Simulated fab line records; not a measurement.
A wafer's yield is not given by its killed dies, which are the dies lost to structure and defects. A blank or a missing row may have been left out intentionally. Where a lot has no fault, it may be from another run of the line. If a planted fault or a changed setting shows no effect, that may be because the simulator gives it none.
Which tool did it? ; flow nandHarc ; 36 wafers from 12 lots sampled at 4 of the route's 1302 steps

WHAT EACH GAUGE READ, for each wafer
NHARC_A_ONON_D2_THK_MEAS_24: measures by ellipsometry. Usual: thkNm 1000 nm, standard deviation 8.2.
lot;measured;on;thkNm (nm);flag
L855;day 12 19:37;filmMetro-01;1007 1007 1008;
L856;day 13 09:48;filmMetro-02;1008 1008 1008;
L857;day 13 22:57;filmMetro-01;985 985 982;
L858;day 13 22:58;filmMetro-02;1006 1007 1005;
L860;day 15 03:28;filmMetro-01;997 998 997;
L865;day 16 22:21;filmMetro-01;987 988 987;
L868;day 18 20:18;filmMetro-02;1017 1018 1016;
L871;day 19 14:14;filmMetro-02;995 994 993;
L873;day 20 08:55;filmMetro-01;998 999 999;
L874;day 21 10:10;filmMetro-01;1014 1013 1014;
L876;day 21 16:55;filmMetro-01;999 999 1000;
L877;day 22 05:06;filmMetro-01;995 998 996;

EACH LOT AND THE TOOL THAT RAN IT (in order: tool; ch and the chambers of the sampled wafers; start)
lot;NHARC_A_CHANNEL_HOLE_D1_DEP_01;NHARC_A_CHANNEL_FILL_D1_ALD_25;NHARC_A_DECK1_JOINT_ETCHBACK_00
L855;pecvd-02 ch 0,1,2, day 8 04:02;aldHk-02 ch 0,2,3, day 10 05:17;rieSi-05 ch 1,3, day 11 02:35
L856;pecvd-01 ch 1,2, day 9 00:53;aldHk-03 ch 0,2,3, day 11 00:34;rieSi-03 ch 0,1,2, day 11 22:24
L857;pecvd-01 ch 0,2, day 9 10:38;aldHk-04 ch 0,1,3, day 11 09:37;rieSi-03 ch 0,2,3, day 12 07:29
L858;pecvd-02 ch 0,1, day 9 16:44;aldHk-02 ch 0,1,2, day 11 18:03;rieSi-03 ch 1,2, day 12 14:38
L860;pecvd-01 ch 0,1,2, day 10 17:45;aldHk-03 ch 2,3, day 12 16:49;rieSi-04 ch 0,1,2, day 13 14:41
L865;pecvd-01 ch 0,1, day 12 15:37;aldHk-02 ch 0,1,3, day 14 10:44;rieSi-05 ch 0,2,3, day 15 09:11
L868;pecvd-04 ch 0,1, day 14 11:46;aldHk-04 ch 0,3, day 16 08:23;rieSi-04 ch 0,1,2, day 17 06:08
L871;pecvd-01 ch 1,2, day 15 04:46;aldHk-02 ch 1,3, day 17 01:21;rieSi-05 ch 0,1,2, day 18 00:44
L873;pecvd-04 ch 0,1,2, day 16 01:22;aldHk-04 ch 1,2, day 18 02:10;rieSi-03 ch 0,1,3, day 19 03:32
L874;pecvd-02 ch 0,1,2, day 16 12:14;aldHk-02 ch 0,2,3, day 18 19:47;rieSi-03 ch 0,1,3, day 19 17:31
L876;pecvd-02 ch 0,1,2, day 17 04:31;aldHk-03 ch 0,2,3, day 19 08:25;rieSi-05 ch 0,1,2, day 20 06:23
L877;pecvd-04 ch 0,1, day 17 13:04;aldHk-02 ch 1,2, day 19 13:03;rieSi-04 ch 2,3, day 20 11:33
- NHARC_A_CHANNEL_HOLE_D1_DEP_01: deposits SiON, target thk 140 nm.
- NHARC_A_CHANNEL_FILL_D1_ALD_25: deposits SiOx, target thk 60 nm, pulse time 10 s, ald cycles 600.
- NHARC_A_DECK1_JOINT_ETCHBACK_00: etches the open film in HBr, target depth 30 nm, time 17.4 s.

AS READ BY THE TOOLS THEMSELVES (means over the sampled wafers that have a number; for cases with no such wafer, the mark the record gives instead)
NHARC_A_CHANNEL_HOLE_D1_DEP_01. Usual: heaterPowerW 725 W, standard deviation 87; susceptorTempC 400.03 C, standard deviation 0.24.
lot;tool;heaterPowerW (W);susceptorTempC (C);flag
L855;pecvd-02;764;399.91;
L856;pecvd-01;810;399.92;
L857;pecvd-01;792;400.03;
L858;pecvd-02;795;400.33;
L860;pecvd-01;780;399.99;
L865;pecvd-01;829;399.98;
L868;pecvd-04;610;400.06;
L871;pecvd-01;782;399.97;
L873;pecvd-04;674;400.06;
L874;pecvd-02;715;399.98;
L876;pecvd-02;768;400.13;
L877;pecvd-04;621;399.55;

NHARC_A_CHANNEL_FILL_D1_ALD_25. Usual: heaterPowerW 474 W, standard deviation 38; precursorPulseHeightRel 0.999, standard deviation 0.019; susceptorTempC 300.00 C, standard deviation 0.19.
lot;tool;heaterPowerW (W);precursorPulseHeightRel;susceptorTempC (C);flag
L855;aldHk-02;443;1.005;300.24;
L856;aldHk-03;486;1.003;300.09;
L857;aldHk-04;462;1.004;300.05;
L858;aldHk-02;455;1.012;299.95;
L860;aldHk-03;506;0.981;299.82;
L865;aldHk-02;432;1.006;299.93;
L868;aldHk-04;441;1.004;299.95;
L871;aldHk-02;418;0.984;300.02;
L873;aldHk-04;505;0.999;299.88;
L874;aldHk-02;442;1.000;300.11;
L876;aldHk-03;472;1.006;299.89;
L877;aldHk-02;429;0.989;299.98;

NHARC_A_DECK1_JOINT_ETCHBACK_00. Usual: drypumpMotorCurrentA 5.8 A, standard deviation 0.3; hbrFlowSccm 150.0 sccm, standard deviation 0.48; oesProductAu 0.993 a.u., standard deviation 0.012; runLengthS 38.7 s, standard deviation 0.46; throttleValvePct 23.268 %, standard deviation 0.01.
lot;tool;drypumpMotorCurrentA (A);hbrFlowSccm (sccm);oesProductAu (a.u.);runLengthS (s);throttleValvePct (%);flag
L855;rieSi-05;5.7;149.8;0.997;38.4;23.264;
L856;rieSi-03;5.6;149.9;0.994;38.5;23.270;
L857;rieSi-03;5.6;149.7;0.983;38.8;23.266;
L858;rieSi-03;5.5;149.8;0.981;38.5;23.271;
L860;rieSi-04;5.9;149.8;0.992;39.1;23.261;
L865;rieSi-05;5.8;149.9;0.987;38.5;23.268;
L868;rieSi-04;5.9;150.1;1.004;37.6;23.278;
L871;rieSi-05;5.9;149.8;0.990;38.9;23.277;
L873;rieSi-03;5.7;150.0;0.996;38.9;23.262;
L874;rieSi-03;5.7;149.8;0.999;38.7;23.255;
L876;rieSi-05;6.0;149.7;0.996;38.5;23.265;
L877;rieSi-04;6.1;150.1;0.979;38.9;23.272;

THE ANSWER, worked out from the rows above alone
Rule: a lot is off if the mean of its wafers that have a number lies more than 3 standard deviations from the usual mean. Also off: a lot with no number at a reading for which 4 or more lots have one. All remaining lots with rows at the step are treated as sound. After the gauges, taken in route order, come the tools' own readings; for these a lot's mean is taken, as printed above. The first step at which some lot is off is used, and at that step the reading that is off furthest; a lot without a number counts as furthest.
No lot is off on any of the readings shown, so nothing can be concluded from this.

WHAT THE SIMULATOR HAD PUT IN
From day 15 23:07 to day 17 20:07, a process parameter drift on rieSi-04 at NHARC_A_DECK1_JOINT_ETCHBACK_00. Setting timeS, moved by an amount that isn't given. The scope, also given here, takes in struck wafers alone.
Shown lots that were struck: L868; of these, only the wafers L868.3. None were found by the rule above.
